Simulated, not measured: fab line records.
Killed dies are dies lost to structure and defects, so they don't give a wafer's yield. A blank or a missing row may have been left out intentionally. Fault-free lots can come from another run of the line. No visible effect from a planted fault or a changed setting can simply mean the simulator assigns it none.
The same fault as seen by 3 desks | flow nandHarc | only its own numbers are on each desk; what lay behind them is given at the end

== THE DEFECT DESK ==
Per lot, the means of the sampled wafers with a number show what the inspections along the route counted. If a lot's mean is further than 4 standard deviations from the usual mean, the lot is out of limits and carries the mark OUT (the distance appears in the brackets).
Columns: A = rawDefectCount at NHARC_A_SOURCE_PLATE_INSPECT_08, usual 62
lot  | first seen here | A
L877 | day 7 14:13     | 35
L878 | day 7 23:36     | 74
L879 | day 7 23:36     | 92
L880 | day 8 09:23     | 73
L883 | day 9 04:26     | 51
L882 | day 9 04:29     | 66
L885 | day 9 11:44     | 35
L886 | day 9 11:44     | 59
L887 | day 9 21:10     | 64
L888 | day 11 12:26    | 76
L894 | day 11 20:08    | 65
L896 | day 12 05:38    | 114
L897 | day 12 05:38    | 47
L898 | day 12 20:29    | 71
This desk's finding: nothing out of limits on any of the 14 lots.

== THE METROLOGY DESK ==
Lot by lot, what the gauges showed, no matter which tool ran the lot: averages of those sampled wafers that carry a number. If a lot's mean is further than 4 standard deviations from the usual mean, the lot is out of limits and carries the mark OUT (the distance appears in the brackets).
Columns: A = thkNm at NHARC_A_SOURCE_PLATE_THK_MEAS_06, usual 199.3 nm; B = thkNm at NHARC_A_ONON_D1_THK_MEAS_08, usual 999 nm
lot  | first seen here | A     | B
L877 | day 7 14:08     | 196.1 | 1007
L878 | day 7 23:31     | 198.7 | 982
L879 | day 7 23:31     | 202.4 | 1004
L880 | day 8 09:19     | 198.9 | 998
L883 | day 9 04:22     | 202.1 | 1005
L882 | day 9 04:23     | 202.3 | 1006
L885 | day 9 11:40     | 198.3 | 1018
L886 | day 9 11:40     | 198.7 | 1001
L887 | day 9 21:04     | 201.2 | 1012
L888 | day 11 12:23    | 197.9 | 644 (-27) OUT
L894 | day 11 20:04    | 197.1 | 788 (-16) OUT
L897 | day 12 05:32    | 200.8 | 983
L896 | day 12 05:33    | 198.4 | 817 (-14) OUT
L898 | day 12 20:26    | 198.6 | 1003
This desk's verdict: out of limits on L888, L894, L896, starting with L888 at day 11 14:09 (thkNm at NHARC_A_ONON_D1_THK_MEAS_08). L877, L878, L879, L880, L883, L882, L885, L886, L887, L897, L898: within limits.

== AT THE TOOL OWNER'S DESK: pecvdOnon-04 ==
The tool's own readings at NHARC_A_ONON_D1_DEP_06 (target thk 1000 nm): means of the sampled wafers that have a number, for each lot that ran on this tool. If a lot's mean is further than 4 standard deviations from the usual mean, the lot is out of limits and carries the mark OUT (the distance appears in the brackets).
Columns: A = sih4FlowSccm at NHARC_A_ONON_D1_DEP_06, usual 210.1 sccm
lot  | first seen here | A
L878 | day 8 00:49     | 210.7
L880 | day 8 10:34     | 210.0
L882 | day 9 05:47     | 210.2
L886 | day 9 12:56     | 209.8
L888 | day 11 13:42    | 210.1
L894 | day 11 21:23    | 209.8
L896 | day 12 06:53    | 210.6
This desk's finding: nothing out of limits on any of the 7 lots.

== BROUGHT TOGETHER ==
On L888, L894, L896, the metrology desk was in a position to raise an alarm at day 11 14:09.
No out-of-limits result turned up at the defect desk.
The desk of the tool owner found nothing out of limits.
The defect desk has L888, L894, L896 on record, within its limits.
On record at the tool owner's desk: L888, L894, L896, within its limits.
All the named lots went through NHARC_A_ONON_D1_DEP_06 on pecvdOnon-04.

== WHAT THE SIMULATOR HAD PUT IN ==
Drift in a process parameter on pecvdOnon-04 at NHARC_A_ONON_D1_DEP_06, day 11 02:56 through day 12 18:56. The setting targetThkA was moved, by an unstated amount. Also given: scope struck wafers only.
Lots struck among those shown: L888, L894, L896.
Delay in hours, fault start to first out-of-limits reading, per desk: metrology desk 11.
